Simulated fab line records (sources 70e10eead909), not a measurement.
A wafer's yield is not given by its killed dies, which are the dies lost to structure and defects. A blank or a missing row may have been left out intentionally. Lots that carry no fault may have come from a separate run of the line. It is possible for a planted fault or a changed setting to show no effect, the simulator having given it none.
Which tool did it?	flow nand_harc	6 lots, 17 wafers sampled, at 1 step of a route of 1302

## WHAT THE GAUGES READ, wafer by wafer
NHARC_A_SGD_CUT_INSPECT_11.
lot	measured	on	raw_defect_count
L246	day 20 02:04	defect_inspect-02	100 103 108
L252	day 22 10:07	defect_inspect-02	56 79 56
L257	day 24 07:26	defect_inspect-02	71 89
L259	day 25 11:29	defect_inspect-01	62 61 70
L265	day 27 13:04	defect_inspect-02	56 53 53
L268	day 28 14:23	defect_inspect-01	44 47 49

## EACH LOT AND THE TOOL THAT RAN IT (in order: tool; ch and the chambers of the sampled wafers; start)
Record: no process step prior to these readings.

## THE ANSWER, worked out from the rows above alone
Rule: usual is defined by the lots themselves. The widest of any qualifying gaps counts: lots, ordered by their means at a reading, are off when they make up no more than a third of the lots, leave a main group of 4 or more, and stand apart from it by 3 or more times the standard deviation of that group's means. A main group whose means are all the same, to the digits that the tables above print for the reading, isn't used. A lot without any number at a reading at which 4 lots or more have one is off too. All remaining lots with rows at the step are treated as sound.
None of the lots is off at any reading shown; this tells nothing.

## WHAT HAD BEEN PUT IN BY THE SIMULATOR
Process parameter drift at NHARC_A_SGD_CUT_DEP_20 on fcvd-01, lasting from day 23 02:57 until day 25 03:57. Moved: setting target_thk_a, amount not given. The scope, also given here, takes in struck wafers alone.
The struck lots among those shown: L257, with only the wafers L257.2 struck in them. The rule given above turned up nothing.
